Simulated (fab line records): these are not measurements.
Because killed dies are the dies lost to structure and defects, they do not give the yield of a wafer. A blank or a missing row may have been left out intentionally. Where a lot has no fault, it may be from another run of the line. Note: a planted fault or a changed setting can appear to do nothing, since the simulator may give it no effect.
What tool caused it? || flow n5 finfet || 11 lots, 33 wafers sampled, at 5 steps of a route of 1938

## WHAT THE GAUGES READ, wafer by wafer
N5_PASSIVATION_CD_MEAS_30 targets a cd of 4000 nm.
{"lot": "L733", "measured": "day 11 19:32", "on": "cd sem-03", "cd nm (nm)": "4000.9 3999.9 4000.5"}
{"lot": "L735", "measured": "day 12 04:02", "on": "cd sem-03", "cd nm (nm)": "4000.8 4000.0 4000.4"}
{"lot": "L736", "measured": "day 13 05:29", "on": "cd sem-02", "cd nm (nm)": "4001.8 4001.6 4000.2"}
{"lot": "L737", "measured": "day 13 22:53", "on": "cd sem-03", "cd nm (nm)": "3998.5 3999.5 3999.5"}
{"lot": "L740", "measured": "day 14 10:17", "on": "cd sem-01", "cd nm (nm)": "4002.2 4001.9 4002.5"}
{"lot": "L742", "measured": "day 14 20:54", "on": "cd sem-01", "cd nm (nm)": "3998.4 3999.9 3999.2"}
{"lot": "L744", "measured": "day 16 05:04", "on": "cd sem-02", "cd nm (nm)": "3939.7 3939.7 3940.5"}
{"lot": "L747", "measured": "day 16 08:12", "on": "cd sem-03", "cd nm (nm)": "3938.7 3939.2 3939.2"}
{"lot": "L748", "measured": "day 16 09:27", "on": "cd sem-02", "cd nm (nm)": "3999.7 4001.2 3999.3"}
{"lot": "L752", "measured": "day 17 11:13", "on": "cd sem-03", "cd nm (nm)": "3999.3 3999.5 3998.9"}
{"lot": "L756", "measured": "day 19 10:05", "on": "cd sem-02", "cd nm (nm)": "4001.7 4001.1 4000.6"}

N5_PASSIVATION_INSPECT_64: inspects for defects (macro).
{"lot": "L733", "measured": "day 11 19:35", "on": "defect inspect-01", "raw defect count": "1 1 2"}
{"lot": "L735", "measured": "day 12 04:05", "on": "defect inspect-01", "raw defect count": "6 3 2"}
{"lot": "L736", "measured": "day 13 05:32", "on": "defect inspect-01", "raw defect count": "1 0 3"}
{"lot": "L737", "measured": "day 13 22:56", "on": "defect inspect-02", "raw defect count": "1 2 2"}
{"lot": "L740", "measured": "day 14 10:21", "on": "defect inspect-02", "raw defect count": "2 2 4"}
{"lot": "L742", "measured": "day 14 20:57", "on": "defect inspect-01", "raw defect count": "1 0 3"}
{"lot": "L744", "measured": "day 16 05:08", "on": "defect inspect-01", "raw defect count": "0 4 1"}
{"lot": "L747", "measured": "day 16 08:15", "on": "defect inspect-01", "raw defect count": "4 2 0"}
{"lot": "L748", "measured": "day 16 09:31", "on": "defect inspect-02", "raw defect count": "3 3 0"}
{"lot": "L752", "measured": "day 17 11:16", "on": "defect inspect-01", "raw defect count": "1 1 3"}
{"lot": "L756", "measured": "day 19 10:08", "on": "defect inspect-02", "raw defect count": "1 3 2"}

N5_PASSIVATION_INSPECT_67: inspects for defects (macro).
{"lot": "L733", "measured": "day 11 21:26", "on": "defect inspect-02", "raw defect count": "2 0 2"}
{"lot": "L735", "measured": "day 12 05:50", "on": "defect inspect-02", "raw defect count": "1 5 2"}
{"lot": "L736", "measured": "day 13 07:34", "on": "defect inspect-02", "raw defect count": "3 2 2"}
{"lot": "L737", "measured": "day 14 00:50", "on": "defect inspect-02", "raw defect count": "1 3 2"}
{"lot": "L740", "measured": "day 14 12:08", "on": "defect inspect-01", "raw defect count": "0 1 1"}
{"lot": "L742", "measured": "day 14 22:47", "on": "defect inspect-02", "raw defect count": "3 3 3"}
{"lot": "L744", "measured": "day 16 06:52", "on": "defect inspect-02", "raw defect count": "0 5 2"}
{"lot": "L747", "measured": "day 16 10:00", "on": "defect inspect-02", "raw defect count": "1 3 1"}
{"lot": "L748", "measured": "day 16 11:22", "on": "defect inspect-02", "raw defect count": "3 3 3"}
{"lot": "L752", "measured": "day 17 13:01", "on": "defect inspect-01", "raw defect count": "0 3 2"}
{"lot": "L756", "measured": "day 19 12:08", "on": "defect inspect-02", "raw defect count": "3 2 4"}

## WHICH TOOL RAN EACH LOT (tool, then ch and the chambers of the sampled wafers, then the start)
{"lot": "L733", "N5_MIM_TOP_ALD_01": "ald hk-02 ch 0,1, day 11 19:22 or earlier", "N5_PASSIVATION_EXPOSE_27": "krf scanner-02 ch 0, day 11 19:22"}
{"lot": "L735", "N5_MIM_TOP_ALD_01": "ald hk-01 ch 1,2,3, day 12 03:52 or earlier", "N5_PASSIVATION_EXPOSE_27": "krf scanner-02 ch 0, day 12 03:52"}
{"lot": "L736", "N5_MIM_TOP_ALD_01": "ald hk-03 ch 0,2,3, day 13 05:19 or earlier", "N5_PASSIVATION_EXPOSE_27": "krf scanner-02 ch 0, day 13 05:19"}
{"lot": "L737", "N5_MIM_TOP_ALD_01": "ald hk-03 ch 1,2,3, day 13 22:43 or earlier", "N5_PASSIVATION_EXPOSE_27": "krf scanner-02 ch 0, day 13 22:43"}
{"lot": "L740", "N5_MIM_TOP_ALD_01": "ald hk-02 ch 1,2, day 14 10:07 or earlier", "N5_PASSIVATION_EXPOSE_27": "krf scanner-01 ch 0, day 14 10:07"}
{"lot": "L742", "N5_MIM_TOP_ALD_01": "ald hk-03 ch 0,2, day 14 20:43 or earlier", "N5_PASSIVATION_EXPOSE_27": "krf scanner-01 ch 0, day 14 20:43"}
{"lot": "L744", "N5_MIM_TOP_ALD_01": "ald hk-02 ch 0,2, day 16 04:54 or earlier", "N5_PASSIVATION_EXPOSE_27": "krf scanner-02 ch 0, day 16 04:54"}
{"lot": "L747", "N5_MIM_TOP_ALD_01": "ald hk-03 ch 0,1,3, day 16 08:01 or earlier", "N5_PASSIVATION_EXPOSE_27": "krf scanner-02 ch 0, day 16 08:01"}
{"lot": "L748", "N5_MIM_TOP_ALD_01": "ald hk-02 ch 2,3, day 16 09:17 or earlier", "N5_PASSIVATION_EXPOSE_27": "krf scanner-01 ch 0, day 16 09:17"}
{"lot": "L752", "N5_MIM_TOP_ALD_01": "ald hk-03 ch 0,1,3, day 17 11:02 or earlier", "N5_PASSIVATION_EXPOSE_27": "krf scanner-01 ch 0, day 17 11:02"}
{"lot": "L756", "N5_MIM_TOP_ALD_01": "ald hk-02 ch 0,3, day 19 09:55 or earlier", "N5_PASSIVATION_EXPOSE_27": "krf scanner-01 ch 0, day 19 09:55"}
- N5_MIM_TOP_ALD_01: deposits HfO2, target thk 5.6 nm, pulse time 1 s, purge time 3 s.
- N5_PASSIVATION_EXPOSE_27: exposes mask PAD, defocus 0 nm.

## AS READ BY THE TOOLS THEMSELVES (means over the sampled wafers that have a number; for cases with no such wafer, the mark the record gives instead)
N5_MIM_TOP_ALD_01.
{"lot": "L733", "tool": "ald hk-02", "precursor pulse height rel": 1.000}
{"lot": "L735", "tool": "ald hk-01", "precursor pulse height rel": 0.993}
{"lot": "L736", "tool": "ald hk-03", "precursor pulse height rel": 1.007}
{"lot": "L737", "tool": "ald hk-03", "precursor pulse height rel": 0.993}
{"lot": "L740", "tool": "ald hk-02", "precursor pulse height rel": 1.007}
{"lot": "L742", "tool": "ald hk-03", "precursor pulse height rel": 0.981}
{"lot": "L744", "tool": "ald hk-02", "precursor pulse height rel": 1.005}
{"lot": "L747", "tool": "ald hk-03", "precursor pulse height rel": 1.008}
{"lot": "L748", "tool": "ald hk-02", "precursor pulse height rel": 1.004}
{"lot": "L752", "tool": "ald hk-03", "precursor pulse height rel": 0.992}
{"lot": "L756", "tool": "ald hk-02", "precursor pulse height rel": 1.006}

N5_PASSIVATION_EXPOSE_27.
{"lot": "L733", "tool": "krf scanner-02", "exposure dose mJ cm2": 32.287}
{"lot": "L735", "tool": "krf scanner-02", "exposure dose mJ cm2": 32.323}
{"lot": "L736", "tool": "krf scanner-02", "exposure dose mJ cm2": 32.293}
{"lot": "L737", "tool": "krf scanner-02", "exposure dose mJ cm2": 32.282}
{"lot": "L740", "tool": "krf scanner-01", "exposure dose mJ cm2": 32.321}
{"lot": "L742", "tool": "krf scanner-01", "exposure dose mJ cm2": 32.310}
{"lot": "L744", "tool": "krf scanner-02", "exposure dose mJ cm2": 22.853}
{"lot": "L747", "tool": "krf scanner-02", "exposure dose mJ cm2": 22.889}
{"lot": "L748", "tool": "krf scanner-01", "exposure dose mJ cm2": 32.290}
{"lot": "L752", "tool": "krf scanner-01", "exposure dose mJ cm2": 32.330}
{"lot": "L756", "tool": "krf scanner-01", "exposure dose mJ cm2": 32.276}

## THE ANSWER, worked out from the rows above alone
Rule: what is usual is taken from the lots themselves. Put in order of their means at a reading, lots are off if they are a third of the lots or fewer, leave a main group of 4 or more, and stand apart from it by a gap of 3 or more times the standard deviation of the main group's means; of several such gaps the widest counts. The tables above print the reading to a certain number of digits; a main group whose means all agree to those digits is not used. A lot without any number at a reading at which 4 lots or more have one is off too. All remaining lots with rows at the step are treated as sound. After the gauges, taken in route order, come the tools' own readings; for these a lot's mean is taken, as printed above. At the first step where some lot is off, the reading lying furthest off is the one used; lots without a number count as furthest.
Off: L744, L747, at N5_PASSIVATION_CD_MEAS_30 (cd nm). Main group: mean 4000.3 nm, sd 0.99.
A tool fits if, at a process step before that reading, it ran every lot that is off, and no sound lot after the first of them. The gauges at N5_PASSIVATION_CD_MEAS_30 aren't tried: what is off there is off at N5_PASSIVATION_EXPOSE_27 too, on other tools, and a gauge's error can't cause that. N5_MIM_TOP_ALD_01: start missing for some lots; hours and lot order therefore follow N5_PASSIVATION_EXPOSE_27. One fits: N5_PASSIVATION_EXPOSE_27 on krf scanner-02. Its last sound lot is L737 (day 13 22:43), its first lot that is off L744 (day 16 04:54): a fault that began between those two fits.
On the lots that are off, the tool's own readings at N5_PASSIVATION_EXPOSE_27 differ by more than 5 times the standard deviation of the sound lots' means, which bears it out; exposure dose mJ cm2 reads 22.871 there versus 32.301 on the sound lots.

## WHAT THE SIMULATOR HAD INSERTED
Process parameter drift: krf scanner-02, from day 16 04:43 on, at N5_PASSIVATION_EXPOSE_27. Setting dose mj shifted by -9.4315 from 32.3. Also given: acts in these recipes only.
Shown lots that were struck: L744, L747. The rule above found the same.
